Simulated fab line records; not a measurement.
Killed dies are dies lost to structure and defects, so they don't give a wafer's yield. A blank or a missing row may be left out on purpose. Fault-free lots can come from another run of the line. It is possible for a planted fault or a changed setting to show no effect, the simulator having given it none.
fab line records	flow nandHarc	part 2 of 2: steps 5 to 6 of 6
record: lots: 23	wafers: 69	lastDay: 24
route steps=1159 shown P_STI@84 P_CONTACT@240 P_M0@268 P_M1@303 P_M2@336
lots with no fault: from the same line, run without faults
startH: start of the lot's first displayed wafer, in hours after the record's first day	waitH: time in hours since the lot's previous step	" repeats the value in the row above	L1.1+2: a row that stands for several wafers	- no value, or no start was given	* or withheld: withheld	< > ~ a bound
route shown NAME@n: names a module that has steps shown in the file, with the first one's number in the route	usual: the fault-free wafers' mean and standard deviation	same: alike in all rows	chamber/n: place in a boat	sites: readings site by site	_std_site: their standard deviation	_edge_site: outer sites' mean less inner sites'	radiusMm: how far each site lies from the wafer's centre	mask NAME#n: copy n	behind: tool/chamber where the wafer was last shaped	hold: the reason the lot was held/the length of the hold in hours/how it ended	device: which transistor (n, p or np) failed to switch	end of line: the tests these same wafers got at the end of their route	a step without rows: its recipe alone	killed: dies that structure and defects cost at the first sort, which is not the same as the wafer's yield	map: per-die view of a wafer (x killed, . not killed, _ where there is no die)
set.NAME: the run value of the setting; set.NAME@STEP: its run value at that earlier step	model.NAME: the simulator's own value behind a step, which no gauge read
route steps across a sampled set of lots; one table per step, one row per wafer
services: a tool's chamber out of use, with start hour (startH, from the record's first day; less than 0 if before it), hours out, and reason
== steps ==
step: NHARC_P_M1_PVD_20
recipe: targetThkA: 50	biasV: 168.6	powerW: 15000	chamberPressurePa: 0.12	timeS: 8.06	substrateTempC: 50	material: TaN
usual: throttleValvePct: 29.6/0.96
lot.wafer	tool	chamber	startH	waitH	throttleValvePct
L074.4	pvdSputter-02	-	-	-	30.1
L074.5	"	-	"	"	30.3
L074.6	"	-	"	"	29.3
L075.4	pvdSputter-03	-	-	-	29.3
L075.2	"	-	"	"	29.5
L075.6	"	-	"	"	27.3
L076.1	pvdSputter-02	-	-	-	30.1
L076.2	"	-	"	"	29.1
L076.6	"	-	"	"	29.3
L077.1	pvdSputter-03	-	-	-	29.5
L077.2	"	-	"	"	29.7
L077.5	"	-	"	"	27.7
L080.3	pvdSputter-02	-	-	-	30.2
L080.2	"	-	"	"	28.9
L080.6	"	-	"	"	29.0
L079.1	pvdSputter-03	-	-	-	27.7
L079.3	"	-	"	"	29.3
L079.6	"	-	"	"	27.6
L078.3	pvdSputter-01	-	-	-	30.7
L078.4	"	-	"	"	28.7
L078.2	"	-	"	"	30.3
L081.3	pvdSputter-02	-	-	-	29.3
L081.2	"	-	"	"	32.4
L081.4	"	-	"	"	30.5
L082.1	pvdSputter-01	-	-	-	30.3
L082.6	"	-	"	"	30.1
L082.5	"	-	"	"	28.9
L083.1	pvdSputter-01	-	-	-	28.9
L083.2	"	-	"	"	30.4
L083.5	"	-	"	"	29.9
L084.3	pvdSputter-03	-	-	-	29.3
L084.5	"	-	"	"	29.4
L084.6	"	-	"	"	29.6
L085.1	pvdSputter-03	-	-	-	29.5
L085.4	"	-	"	"	29.8
L085.6	"	-	"	"	29.6
L088.2	pvdSputter-02	-	-	-	29.1
L088.4	"	-	"	"	32.0
L088.5	"	-	"	"	29.3
L086.4	pvdSputter-03	-	-	-	29.5
L086.1	"	-	"	"	29.3
L086.2	"	-	"	"	29.8
L087.4	pvdSputter-03	-	-	-	29.3
L087.1	"	-	"	"	27.9
L087.5	"	-	"	"	29.6
L089.1	pvdSputter-01	-	-	-	30.2
L089.4	"	-	"	"	30.4
L089.5	"	-	"	"	30.1
L090.3	pvdSputter-01	-	-	-	30.2
L090.1	"	-	"	"	30.2
L090.5	"	-	"	"	30.3
L092.3	pvdSputter-01	-	-	-	28.8
L092.2	"	-	"	"	30.2
L092.6	"	-	"	"	30.5
L091.4	pvdSputter-02	-	-	-	29.5
L091.5	"	-	"	"	29.2
L091.6	"	-	"	"	28.7
L094.4	pvdSputter-03	-	-	-	27.6
L094.3	"	-	"	"	29.3
L094.2	"	-	"	"	29.7
L093.3	pvdSputter-03	-	-	-	30.2
L093.1	"	-	"	"	28.1
L093.4	"	-	"	"	29.3
L096.2	pvdSputter-02	-	-	-	29.6
L096.6	"	-	"	"	29.5
L096.5	"	-	"	"	28.8
L097.1	pvdSputter-03	-	-	-	29.3
L097.3	"	-	"	"	29.4
L097.5	"	-	"	"	29.9
step: NHARC_P_M2_ETCH_28
recipe: targetDepthA: 300	overEtchFrac: 0.3	timeS: 72.99	ionEnergyEv: 150	cf4FlowSccm: 50	n2FlowSccm: 100	arFlowSccm: 150	rfW: 300	biasW: 100	chemistry: CF4/N2
usual: drypumpMotorCurrentA: 5.81/0.17	mfcArSccm: 150.0/0.45	oesProductAu: 1.003/0.0079	rfVppV: 314.6/2.4	showerheadPlenumPTorr: 2.66/0.13	throttleValvePct: 19.794/0.0084
lot.wafer	tool	chamber	startH	waitH	drypumpMotorCurrentA	mfcArSccm	oesProductAu	rfHoursCounterH	rfVppV	showerheadPlenumPTorr	throttleValvePct
L074.6	rieDiel-06	0	-	-	5.67	150.2	0.990	-	311.1	2.48	19.810
L074.5	"	2	"	"	5.79	150.3	1.001	-	312.0	2.54	19.809
L074.4	"	3	"	"	5.95	149.4	0.993	-	315.0	2.72	19.794
L075.4	rieDiel-06	3	-	-	5.97	149.8	0.996	2	316.3	2.72	19.804
L075.2	"	2	"	"	5.71	149.8	0.990	2	314.2	2.54	19.788
L075.6	"	0	"	"	5.67	149.2	0.994	-	312.9	2.48	19.795
L076.1	rieDiel-06	3	-	-	5.94	149.9	0.993	2	317.5	2.72	19.794
L076.2	"	0	"	"	5.66	149.1	0.992	3	311.0	2.48	19.792
L076.6	"	3	"	"	5.98	149.9	0.983	-	315.5	2.72	19.786
L077.1	rieDiel-06	2	-	-	5.73	150.6	0.996	3	311.7	2.54	19.794
L077.2	"	0	"	"	5.66	150.5	1.008	3	312.6	2.48	19.795
L077.5	"	2	"	"	5.73	150.5	1.003	-	310.2	2.54	19.803
L080.3	rieDiel-10	3	-	-	5.91	150.6	0.993	20	316.7	2.80	19.799
L080.2	"	1	"	"	5.61	150.6	1.011	23	313.9	2.63	19.815
L080.6	"	3	"	"	5.89	150.2	1.002	-	315.5	2.80	19.803
L079.1	rieDiel-06	0	-	-	5.68	149.9	1.013	3	312.3	2.48	19.792
L079.3	"	1	"	"	5.93	150.3	1.007	2	318.3	2.80	19.786
L079.6	"	0	"	"	5.66	150.0	1.009	-	311.3	2.48	19.813
L078.4	rieDiel-10	3	-	-	5.89	150.0	1.000	22	316.3	2.80	19.794
L078.2	"	0	"	"	5.31	149.4	0.997	26	317.6	2.78	19.778
L078.3	"	1	"	"	5.62	150.0	1.019	25	314.6	2.63	19.792
L081.4	rieDiel-06	3	-	-	5.95	149.4	1.005	4	316.0	2.72	19.795
L081.3	"	0	"	"	5.66	150.7	1.011	4	311.4	2.48	19.798
L081.2	"	1	"	"	5.93	150.2	1.007	3	317.5	2.80	19.796
L082.1	rieDiel-06	0	-	-	5.66	149.8	1.005	4	311.3	2.48	19.785
L082.5	"	1	"	"	5.91	149.9	1.010	-	318.1	2.80	19.779
L082.6	"	2	"	"	5.73	150.7	1.005	-	312.4	2.53	19.780
L083.1	rieDiel-03	3	-	-	6.06	150.4	1.005	57	315.3	2.71	19.801
L083.2	"	2	"	"	5.76	150.2	1.011	58	314.5	2.69	19.796
L083.5	"	1	"	"	5.77	150.6	0.997	-	318.5	2.82	19.800
L084.3	rieDiel-06	3	-	-	5.96	150.5	1.001	5	315.0	2.72	19.799
L084.5	"	3	"	"	5.95	149.9	1.003	-	315.8	2.72	19.792
L084.6	"	0	"	"	5.65	149.6	1.014	-	312.6	2.48	19.782
L085.1	rieDiel-06	1	-	-	5.92	150.8	1.005	4	318.6	2.80	19.787
L085.4	"	0	"	"	5.64	149.8	1.001	5	310.9	2.48	19.795
L085.6	"	1	"	"	5.92	150.5	0.996	-	316.5	2.80	19.798
L088.2	rieDiel-06	3	-	-	6.00	149.3	1.003	5	316.0	2.72	19.808
L088.4	"	1	"	"	5.92	150.1	1.003	4	315.5	2.80	19.774
L088.5	"	0	"	"	5.67	149.9	1.015	-	312.9	2.47	19.785
L086.4	rieDiel-06	3	-	-	5.93	149.9	1.007	5	315.8	2.72	19.804
L086.1	"	1	"	"	5.93	149.4	1.001	4	317.4	2.80	19.807
L086.2	"	2	"	"	5.75	150.1	1.007	5	312.3	2.53	19.799
L087.1	rieDiel-06	2	-	-	5.73	149.9	1.012	6	311.4	2.53	19.790
L087.4	"	3	"	"	5.98	150.1	1.003	5	314.9	2.72	19.785
L087.5	"	0	"	"	5.63	149.5	1.011	-	311.3	2.47	19.791
L089.4	rieDiel-06	2	-	-	5.73	149.5	0.998	6	311.6	2.53	19.802
L089.1	"	1	"	"	5.93	149.1	1.004	5	318.0	2.80	19.799
L089.5	"	2	"	"	5.72	149.3	1.009	-	313.7	2.53	19.783
L090.3	rieDiel-10	3	-	-	5.89	149.9	0.996	10	317.0	2.79	19.803
L090.1	"	0	"	"	5.31	149.9	0.997	8	318.6	2.78	19.800
L090.5	"	1	"	"	5.63	150.6	0.999	-	314.3	2.62	19.793
L092.3	rieDiel-10	3	-	-	5.90	150.1	1.001	12	316.8	2.79	19.795
L092.2	"	1	"	"	5.63	150.0	1.007	13	314.2	2.62	19.798
L092.6	"	2	"	"	6.03	149.3	1.019	-	315.6	2.71	19.781
L091.5	rieDiel-06	1	-	-	5.92	149.9	1.011	-	318.1	2.80	19.802
L091.4	"	2	"	"	5.74	150.0	0.998	-	310.4	2.53	19.791
L091.6	"	0	"	"	5.68	149.9	1.013	-	311.0	2.47	19.791
L094.3	rieDiel-03	1	-	-	5.77	149.9	0.993	10	316.9	2.81	19.796
L094.4	"	2	"	"	5.74	149.9	1.005	12	314.5	2.68	19.797
L094.2	"	0	"	"	5.46	150.4	1.002	8	314.3	2.68	19.788
L093.1	rieDiel-06	0	-	-	5.67	150.4	1.011	0	312.5	2.47	19.780
L093.3	"	1	"	"	5.92	150.4	1.005	0	316.1	2.80	19.792
L093.4	"	3	"	"	5.94	149.5	0.998	0	315.6	2.72	19.791
L096.2	rieDiel-06	1	-	-	5.94	150.0	1.012	0	316.5	2.80	19.796
L096.6	"	1	"	"	5.92	150.9	1.004	-	317.1	2.80	19.807
L096.5	"	2	"	"	5.71	150.6	0.990	-	313.9	2.53	19.789
L097.1	rieDiel-06	2	-	-	5.75	150.1	0.999	1	312.8	2.53	19.807
L097.3	"	3	"	"	5.95	150.6	1.003	1	317.0	2.72	19.792
L097.5	"	0	"	"	5.68	149.9	1.005	-	310.4	2.47	19.797
== services ==
tool	chamber	startH	hours	kind
rieDiel-01	0	82.88	3.0	repair
rieDiel-01	1	87.84	4.6	repair
pvdSputter-03	-	102.00	10.0	pm
rieDiel-01	1	105.30	11.1	repair
rieDiel-01	0	106.47	9.3	repair
rieDiel-06	3	111.42	8.4	repair
rieDiel-06	2	113.18	4.5	repair
rieDiel-06	1	115.19	13.4	repair
rieDiel-06	2	127.75	8.4	repair
rieDiel-12	2	141.04	1.8	repair
rieDiel-01	-	146.07	9.0	pm
rieDiel-05	-	163.74	9.0	pm
rieDiel-11	-	164.47	1.6	repair
rieDiel-12	3	169.24	20.2	repair
rieDiel-11	0	169.64	10.9	repair
rieDiel-12	0	175.37	2.7	repair
rieDiel-06	1	183.30	7.1	repair
rieDiel-01	-	189.61	0.3	repair
pvdSputter-03	-	218.39	12.4	repair
rieDiel-01	0	224.17	1.5	repair
rieDiel-06	3	227.15	13.6	repair
rieDiel-11	1	235.34	6.8	repair
rieDiel-06	-	241.20	9.0	pm
rieDiel-11	-	245.32	0.3	repair
